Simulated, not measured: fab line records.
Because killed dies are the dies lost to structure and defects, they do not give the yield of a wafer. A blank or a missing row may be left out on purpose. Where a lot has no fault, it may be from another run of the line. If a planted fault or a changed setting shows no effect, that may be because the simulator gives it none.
Chamber matching -- flow n5-finfet -- N5_BEOL_M7_DEP_56 on pecvd-02: 3 sister chambers
The step deposits SiCN from 3MS/NH3, target thk 10 nm, time 17.5 s. 3 wafers are shown with their chamber, then 9 later ones without.

== EACH WAFER AND ITS CHAMBER ==
wafer,chamber,showerhead-plenum-p-Torr (Torr)
L084.2,0,3.660
L090.4,2,3.682
L090.6,1,3.685

== WAFERS WITHOUT THEIR CHAMBER ==
wafer,showerhead-plenum-p-Torr (Torr)
L092.2,3.679
L092.4,3.674
L092.5,3.658
L093.2,3.655
L093.3,3.683
L093.4,3.667
L081.1,3.667
L081.4,3.661
L081.5,3.671

== EACH ONE'S CHAMBER ==
wafer,from the rows above,in truth
L092.2,can't be placed: 2 or 1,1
L092.4,can't be placed: 2 or 1 or 0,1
L092.5,0,0
L093.2,0,0
L093.3,can't be placed: 2 or 1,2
L093.4,can't be placed: 0 or 2 or 1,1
L081.1,can't be placed: 0 or 2 or 1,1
L081.4,0,0
L081.5,can't be placed: 0 or 2 or 1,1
Placed correctly: 3 of 9. Unplaceable from these rows: 6, with the true chamber sitting among the candidates in 6. 0 placed wrongly.
How it was worked out, from the rows above alone: a wafer's distance from a chamber is the root of the sum, over the readings, of the square of ((its reading less the chamber's mean) divided by the reading's scatter). The wafer belongs to the nearest chamber; if the next one is less than 2 further off, it can't be placed. The mean given for a chamber averages the wafers shown for that chamber. The scatter (one wafer shown for each chamber): square how far every hidden wafer sits from the nearest shown wafer, average those squares and take the square root.
